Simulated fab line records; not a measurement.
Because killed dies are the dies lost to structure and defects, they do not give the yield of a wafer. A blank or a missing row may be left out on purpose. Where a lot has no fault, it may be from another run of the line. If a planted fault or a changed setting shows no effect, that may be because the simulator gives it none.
Comparing a struck lot with a sound one || flow nand-harc || 13 out of 1302 route steps
Sound: the wafers L830.2, L830.3, L830.5. Wafers struck: L823.1, L823.2, L823.6. The cause comes at the end.
Order at every step that has rows: each side's tool, ch and its chambers, its first start. Under that, the readings that differ: sound wafers || struck wafers || difference of the means || sigmas: that difference in standard deviations of wafers without a fault.
alike: readings whose means differ by less than 2 such deviations, and words and numbers that are the same on both sides. not compared: withheld readings, readings that some wafer has no value for, bounds like >300 that may hide the same value, and numbers for which the record gives no deviation and whose values overlap.
The two part at a step that has a row with sigmas, a row that says differs or no value, or rows on one side only. Numbers that don't overlap but have no deviation are shown without sigmas and don't part them. A reading missing from all wafers of one side parts the sides only when that side holds two or more wafers.

first, 1 step without rows for these wafers: NHARC_A_STAIRCASE_HARDBAKE_311 (time 140 s).
NHARC_A_STAIRCASE_DESCUM_312: chemistry O2, time 3 s.
  sound on rie-diel-11 ch 1,2,3, day 22 04:43; struck on rie-diel-11 ch 0,3, day 20 07:44
  alike: drypump-motor-current-A, oes-product-au, rf-vpp-V, showerhead-plenum-p-Torr, throttle-valve-pct
  not compared: rf-hours-counter-h
NHARC_A_STAIRCASE_ETCH_313: etches the open film in CF4/CHF3.
  sound on rie-diel-11 ch 0,1,3, day 22 04:48; struck on rie-diel-11 ch 0,2,3, day 20 07:53
  alike: drypump-motor-current-A, oes-product-au, rf-vpp-V, showerhead-plenum-p-Torr, throttle-valve-pct
  not compared: rf-hours-counter-h
NHARC_A_STAIRCASE_HM_OPEN_463: chemistry O2/COS.
  sound: rie-diel-11 ch 0,1,3; struck: rie-diel-11 ch 0,1
  alike: drypump-motor-current-A, oes-product-au, rf-vpp-V, showerhead-plenum-p-Torr, throttle-valve-pct
  not compared: rf-hours-counter-h
then, 1 step without rows for these wafers: NHARC_A_STAIRCASE_STRIP_464 (strips in O2/COS).
NHARC_A_STAIRCASE_ETCH_453: etches the open film in CF4/O2, target depth 30 nm, overetch 3 nm, time 16.5 s.
  sound: rie-diel-11 ch 0,1; struck: rie-diel-11 ch 0,1,3
  alike: drypump-motor-current-A, oes-product-au, rf-vpp-V, showerhead-plenum-p-Torr, throttle-valve-pct
  not compared: rf-hours-counter-h
NHARC_A_STAIRCASE_ETCH_315: etches the open film in C4F8/O2/Ar, target depth 2500 nm, time 607.1 s.
  sound: rie-diel-11 ch 0,1; struck: rie-diel-11 ch 0,1,3
  alike: oes-product-au, rf-vpp-V
  not compared: rf-hours-counter-h
then, 4 steps without rows for these wafers: NHARC_A_STAIRCASE_STRIP_316 (strips in O2); NHARC_A_STAIRCASE_STRIP_317 (strips in SPM, time 900 s); NHARC_A_STAIRCASE_PRECLEAN_318 (cleans in SC1); NHARC_A_STAIRCASE_SRD_329.
NHARC_A_STAIRCASE_ALD_415: deposits SiO2, target thk 30 nm, pulse time 6 s, ald cycles 300.
  sound on ald-hk-04 ch 0,2,3, day 22 06:49; struck on ald-hk-03 ch 0,3, day 20 10:01
{"reading": "ald-cycles", "sound": "300 300 300", "struck": "449 449 449", "difference": "+149", "sigmas": ""}
  alike: heater-power-outer-w, heater-power-w, precursor-pulse-height-rel
then, 1 step without rows for these wafers: NHARC_A_STAIRCASE_ETCHBACK_416 (etches the open film in C4F8/O2/Ar, target depth 36 nm, time 7.2 s).

## WHERE THEY PART
Nowhere in this record.

WHY: what the simulator had put in
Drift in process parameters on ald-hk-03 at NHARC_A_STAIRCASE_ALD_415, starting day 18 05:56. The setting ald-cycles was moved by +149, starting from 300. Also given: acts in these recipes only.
